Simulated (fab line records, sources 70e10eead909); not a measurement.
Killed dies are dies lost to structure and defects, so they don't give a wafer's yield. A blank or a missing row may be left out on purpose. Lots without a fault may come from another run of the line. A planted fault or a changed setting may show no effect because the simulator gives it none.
fab line records | flow nand_harc
record lots=12 wafers=36 last_day=33
route steps=1302 shown A_WL_FILL@956 THIN_TSV@1262 END@1302
lots that met no fault: from a run of the same line without faults
start_h: hours from the record's first day to the start of the lot's first wafer shown | wait_h: hours since the lot's step before | " the same as in the row above | L1.1+2: a row that stands for several wafers | - no value, or no start given | * or withheld: withheld | < > ~ a bound
route shown NAME@n: a module of which the file shows steps, and the number in the route of the first | usual: mean/standard deviation of fault-free wafers | same: alike in all rows | chamber/n: place in a boat | sites: the reading at each site | _std_site: their standard deviation | _edge_site: outer sites' mean less inner sites' | radius_mm: how far each site lies from the wafer's centre | mask NAME#n: copy n | behind: the tool/chamber that last shaped the wafer | hold: why the lot was held/for how many hours/how that ended | device: the transistor (n, p or np) that didn't switch | end of line: the same wafers' tests at the end of the route | a step without rows: its recipe alone | killed: dies lost to structure and defects at the first sort, not the wafer's yield | map: a wafer's dies, x killed, . not, _ none there
set.NAME: the setting as run; set.NAME@STEP: as run at that earlier step | model.NAME: the simulator's own value behind a step, which no gauge read
steps of the route over a sample of lots; a table a step, a row a wafer
services: from which hour (start_h, from the record's first day; less than 0 if before it) a tool's chamber was out of use, for how many hours, and why
## steps
# step NHARC_A_WL_FILL_CVD_03
# recipe target_thk_a=400 temp_c=300 pressure_torr=40 wf6_flow_sccm=40 h2_flow_sccm=1600 ar_flow_sccm=1560 time_s=279 material=W
# usual heater_power_w=485/25 mfc_wf6_sccm=39.98/0.12 throttle_valve_pct=8.0/0.32
# columns lot.wafer tool chamber start_h wait_h heater_power_w mfc_wf6_sccm throttle_valve_pct
L466.1 cvd_w-02 1 463.94 0.1 433 39.85 7.9
L466.2 " 0 " " 482 40.05 8.0
L466.6 " 1 " " 451 39.80 7.8
L465.2 cvd_w-01 1 467.10 0.1 477 39.89 8.3
L465.1 " 0 " " 493 40.19 7.4
L465.5 " 1 " " 486 40.08 8.2
L468.1 cvd_w-01 1 482.39 0.1 489 40.00 8.3
L468.2 " 0 " " 486 39.92 7.5
L468.6 " 0 " " 518 39.95 7.8
L470.2 cvd_w-02 0 529.67 0.1 499 40.01 7.8
L470.4 " 1 " " 452 40.02 7.8
L470.5 " 0 " " 492 40.00 8.0
L473.1 cvd_w-02 1 549.66 0.1 451 39.86 8.0
L473.2 " 0 " " 493 39.93 8.1
L473.5 " 0 " " 497 40.08 7.6
L481.2 cvd_w-02 0 626.68 0.1 469 39.96 7.9
L481.1 " 1 " " 448 40.08 8.3
L481.4 " 0 " " 471 39.99 7.8
L483.1 cvd_w-01 1 639.00 0.4 477 40.03 8.3
L483.4 " 0 " " 523 39.88 7.4
L483.5 " 1 " " 490 40.07 8.7
L484.1 cvd_w-01 0 642.71 0.1 518 39.95 7.9
L484.2 " 1 " " 484 40.19 8.2
L484.4 " 0 " " 518 39.90 7.7
L486.1 cvd_w-02 1 668.65 0.1 449 39.91 7.9
L486.2 " 0 " " 469 39.91 7.7
L486.4 " 1 " " 443 40.05 8.0
L485.3 cvd_w-01 0 668.78 0.2 520 39.83 7.8
L485.4 " 1 " " 479 40.06 8.3
L485.6 " 1 " " 484 40.01 8.5
L488.2 cvd_w-01 0 675.87 0.1 515 39.87 7.8
L488.4 " 1 " " 482 40.05 8.3
L488.3 " 0 " " 525 39.78 7.6
L487.2 cvd_w-01 1 683.45 0.1 483 40.10 8.3
L487.3 " 1 " " 491 39.88 8.6
L487.6 " 0 " " 523 39.82 7.7
# step NHARC_THIN_TSV_ETCH_44
# recipe target_depth_a=15942 time_s=797.1 cf4_flow_sccm=150 o2_flow_sccm=10 ar_flow_sccm=0 rf_w=300 bias_w=800 chemistry=CF4/O2
# usual drypump_motor_current_A=5.5/0.36 o2_flow_sccm=10.004/0.028 oes_product_au=0.999/0.016 rf_vpp_V=794/4.8 showerhead_plenum_p_Torr=1.83/0.076 throttle_valve_pct=16.914/0.0089
# columns lot.wafer tool chamber start_h wait_h drypump_motor_current_A o2_flow_sccm oes_product_au rf_hours_counter_h rf_vpp_V showerhead_plenum_p_Torr throttle_valve_pct
L465.1 rie_diel-05 2 546.54 0.1 5.2 10.027 0.981 6.1 801 1.94 16.894
L465.2 " 0 " " 6.1 10.025 0.990 5.5 801 1.91 16.916
L465.5 " 3 " " 5.3 10.005 1.010 - 793 1.81 16.913
L466.2 rie_diel-04 3 549.35 0.1 6.2 9.984 0.996 1.0 793 1.80 16.908
L466.1 " 1 " " 6.0 10.043 1.010 0.6 795 1.81 16.914
L466.6 " 3 " " 6.2 10.028 1.005 - 791 1.80 16.920
L468.2 rie_diel-12 1 560.02 0.1 5.4 9.979 1.022 6.3 791 1.77 16.914
L468.1 " 0 " " 5.3 10.015 1.023 7.0 786 1.72 16.928
L468.6 " 1 " " 5.4 9.973 1.018 - 791 1.77 16.911
L470.2 rie_diel-04 2 609.90 0.1 5.2 10.023 1.000 3.3 796 1.85 16.924
L470.4 " 0 " " 5.7 9.980 0.967 3.9 789 1.75 16.909
L470.5 " 3 " " 6.2 9.967 1.018 - 793 1.80 16.930
L473.1 rie_diel-04 3 629.52 0.1 6.2 9.967 1.028 5.0 791 1.80 16.920
L473.2 " 0 " " 5.7 9.986 0.967 4.4 789 1.75 16.912
L473.5 " 0 " " 5.7 10.022 0.970 - 790 1.75 16.905
L481.4 rie_diel-12 1 710.97 0.1 5.3 9.992 0.972 4.8 791 1.77 16.912
L481.1 " 3 " " 5.5 9.999 1.014 5.5 789 1.74 16.910
L481.2 " 0 " " 5.3 10.030 1.021 5.5 786 1.71 16.917
L483.1 rie_diel-05 2 723.79 0.1 5.2 10.037 0.994 6.3 801 1.94 16.900
L483.4 " 0 " " 6.2 9.980 0.979 6.5 799 1.91 16.898
L483.5 " 2 " " 5.2 9.981 0.990 - 801 1.94 16.910
L484.2 rie_diel-12 1 724.94 0.1 5.4 9.994 0.985 5.9 790 1.77 16.908
L484.4 " 2 " " 5.4 9.980 0.991 5.8 794 1.81 16.922
L484.1 " 0 " " 5.4 9.973 1.028 6.3 786 1.71 16.920
L486.4 rie_diel-05 3 746.99 0.1 5.3 9.960 1.016 7.6 793 1.81 16.928
L486.1 " 0 " " 6.2 9.993 0.998 7.6 799 1.91 16.913
L486.2 " 1 " " 5.3 9.994 0.994 7.6 800 1.94 16.922
L485.3 rie_diel-05 3 756.00 0.1 5.3 10.001 1.002 8.2 792 1.81 16.932
L485.4 " 0 " " 6.1 10.040 0.988 8.4 800 1.91 16.914
L485.6 " 0 " " 6.2 10.060 0.980 - 798 1.91 16.926
L488.2 rie_diel-12 2 757.20 0.1 5.4 10.051 0.989 7.7 792 1.81 16.930
L488.4 " 3 " " 5.5 9.985 1.020 8.0 788 1.74 16.940
L488.3 " 0 " " 5.3 10.023 1.026 7.7 788 1.71 16.916
L487.2 rie_diel-04 1 764.45 0.2 6.0 9.983 0.993 2.5 794 1.81 16.927
L487.3 " 2 " " 5.2 10.006 0.999 2.8 793 1.85 16.916
L487.6 " 3 " " 6.2 9.994 1.034 - 792 1.80 16.908
# step NHARC_THIN_TSV_DEGAS_49
# recipe temp_c=300 time_s=120
# usual heater_power_w=468/37
# columns lot.wafer tool chamber start_h wait_h heater_power_w
L465.2 pvd_sputter-03 - 549.07 0.1 438
L465.1 " - " " 403
L465.5 " - " " 430
L466.2 pvd_sputter-03 - 551.93 0.2 437
L466.1 " - " " 402
L466.6 " - " " 424
L468.1 pvd_sputter-01 - 562.53 0.1 493
L468.2 " - " " 479
L468.6 " - " " 495
L470.4 pvd_sputter-02 - 612.45 0.1 460
L470.2 " - " " 477
L470.5 " - " " 467
L473.1 pvd_sputter-01 - 632.04 0.1 532
L473.2 " - " " 474
L473.5 " - " " 518
L481.1 pvd_sputter-02 - 713.56 0.2 490
L481.4 " - " " 460
L481.2 " - " " 441
L483.1 pvd_sputter-02 - 726.42 0.1 448
L483.4 " - " " 437
L483.5 " - " " 450
L484.2 pvd_sputter-03 - 727.47 0.1 416
L484.1 " - " " 456
L484.4 " - " " 539
L486.1 pvd_sputter-02 - 749.75 0.2 445
L486.2 " - " " 463
L486.4 " - " " 489
L485.3 pvd_sputter-03 - 758.55 0.1 540
L485.4 " - " " 424
L485.6 " - " " 531
L488.4 pvd_sputter-03 - 759.71 0.1 537
L488.2 " - " " 435
L488.3 " - " " 449
L487.3 pvd_sputter-03 - 766.87 0.1 429
L487.2 " - " " 525
L487.6 " - " " 424
# step NHARC_THIN_TSV_CMP_21
# recipe t_overpolish_s=30 target_thk_nm=2000
# usual motor_current_A=11.7/1.9 overpolish_run_s=30.001/0.0085
# columns lot.wafer tool chamber start_h wait_h motor_current_A overpolish_run_s
L465.1 cmp-03 2 550.63 - 9.4 29.995
L465.2 " 3 " " 12.4 30.015
L465.5 " 1 " " 12.2 29.999
L466.1 cmp-04 1 553.48 - 11.7 29.996
L466.2 " 0 " " 8.4 30.008
L466.6 " 1 " " 11.9 30.009
L468.2 cmp-02 1 564.05 - 11.7 29.982
L468.1 " 2 " " 12.0 29.992
L468.6 " 2 " " 11.8 29.998
L470.2 cmp-02 3 615.71 - 14.0 30.007
L470.4 " 2 " " 11.3 29.997
L470.5 " 3 " " 14.2 29.998
L473.2 cmp-04 0 633.61 - 8.3 29.996
L473.1 " 2 " " 11.3 29.999
L473.5 " 3 " " 12.8 30.002
L481.2 cmp-02 2 715.11 - 11.7 30.013
L481.4 " 3 " " 14.1 30.006
L481.1 " 0 " " 11.9 30.009
L483.4 cmp-03 3 728.01 - 13.0 29.987
L483.1 " 0 " " 15.3 30.009
L483.5 " 2 " " 9.4 29.991
L484.1 cmp-04 0 729.06 - 8.8 29.984
L484.2 " 1 " " 11.3 29.992
L484.4 " 2 " " 11.2 30.004
L486.4 cmp-02 3 751.27 - 14.3 30.010
L486.1 " 1 " " 11.6 30.002
L486.2 " 2 " " 11.6 29.989
L485.4 cmp-03 2 760.08 - 8.9 29.992
L485.3 " 3 " " 12.7 29.993
L485.6 " 2 " " 9.4 30.000
L488.4 cmp-04 3 761.27 - 13.2 30.001
L488.3 " 0 " " 8.0 30.002
L488.2 " 1 " " 12.1 29.994
L487.3 cmp-02 2 768.39 - 11.4 29.989
L487.2 " 1 " " 11.6 30.006
L487.6 " 3 " " 13.9 29.994
# step NHARC_END_SORT_01
# recipe temp_c=25
# usual killed_at_array=61/26 killed_at_other=0.8/1.1 killed_at_periphery=4.0/2.6 killed_dies=66/26 killed_open=3.1/1.7 killed_short=2.5/1.5
# same gross_dies=677
# columns lot.wafer tool chamber start_h wait_h killed_at_array killed_at_other killed_at_periphery killed_dies killed_open killed_short
L473.1 prober-02 0 642.80 2.5 153 2 1 156 2 4
L473.2 prober-02 0 643.61 2.8 103 1 2 106 3 2
L473.5 prober-02 0 646.05 3.8 125 0 7 132 2 2
# killed by level:class
L473.1 A_WL_FILL:unspecified=79 A_CHANNEL_HOLE_D1:chamber_film_flake=27 A_CHANNEL_HOLE_D2:chamber_film_flake=17 A_SLIT:chamber_film_flake=16 A_CONTACT:chamber_film_flake=6 P_CONTACT:geometric_particle:short=1 A_CHANNEL_HOLE_D1:geometric_particle:short=1 A_ONON_D2:geometric_particle:open=1
L473.2 A_CHANNEL_HOLE_D2:chamber_film_flake=35 A_SLIT:chamber_film_flake=30 A_CHANNEL_HOLE_D1:chamber_film_flake=29 A_ONON_D1:geometric_particle:open=1 A_DECK1_JOINT:geometric_particle:short=1 A_WL_FILL:geometric_particle:short=1 A_CONTACT:geometric_particle:open=1 A_M0:geometric_particle:open=1
L473.5 A_CHANNEL_HOLE_D1:chamber_film_flake=40 A_SLIT:chamber_film_flake=40 A_CHANNEL_HOLE_D2:chamber_film_flake=34 A_DECK1_JOINT:chamber_film_flake=4 P_ZERO_WELL:chamber_film_flake=3 P_GATE:chamber_film_flake=3 P_CONTACT:geometric_particle:short=1 A_CHANNEL_FILL_D1:geometric_particle:open=1
## services
# columns tool chamber start_h hours kind
rie_diel-12 - 445.40 9.0 pm
cvd_w-02 - 450.00 13.0 pm
pvd_sputter-02 - 460.01 10.0 pm
rie_diel-12 - 461.58 1.1 repair
cmp-02 - 467.69 15.1 repair
rie_diel-12 1 483.84 15.0 repair
cmp-04 - 503.19 4.0 pm
rie_diel-05 0 503.77 4.8 repair
cvd_w-01 1 512.52 1.7 repair
pvd_sputter-02 - 518.09 1.1 repair
cmp-02 - 526.66 4.0 pm
pvd_sputter-03 - 535.45 10.0 pm
cvd_w-01 - 547.00 13.0 pm
cvd_w-01 0 606.92 5.2 repair
cvd_w-01 0 617.69 3.2 repair
cmp-02 - 624.67 4.0 pm
cvd_w-02 - 631.00 13.0 pm
cvd_w-01 - 652.55 0.2 repair
cmp-02 - 674.31 4.2 repair
cvd_w-02 1 679.67 5.0 repair
pvd_sputter-03 - 713.45 10.0 pm
cmp-02 - 722.67 4.0 pm
cvd_w-01 - 728.00 13.0 pm
cmp-02 - 732.00 1.5 repair
## key
first_sign step=NHARC_END_SORT_01 reading=killed_at_array direction=up sigmas=3.6 usual=61 struck=153
effect step=NHARC_END_SORT_01 reading=killed_dies direction=up sigmas=3.5 usual=66 struck=156
more_kills_born_at NHARC_A_WL_FILL_CVD_03@cvd_w-02=79
met_at NHARC_A_WL_FILL_CVD_03
struck_lots L473
struck_wafers L473.1
tester_left_out L473
not_acting_at NHARC_THIN_TSV_ETCH_44,NHARC_THIN_TSV_DEGAS_49,NHARC_THIN_TSV_CMP_21
onset_between 529.67 549.66
fault kind=chamber_particle_source tool=cvd_w-02 chamber=1 onset_h=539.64 steps=NHARC_A_WL_FILL_CVD_03 rate_per_visit_cm2=0.72017 end_h=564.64
# tester_left_out: of these lots the tester's yield and bins aren't shown, on N5 and GAA mostly nor the transistor test; their killed dies are dies lost to structure and defects alone, not to doping, threshold or leakage, so they don't give the yield
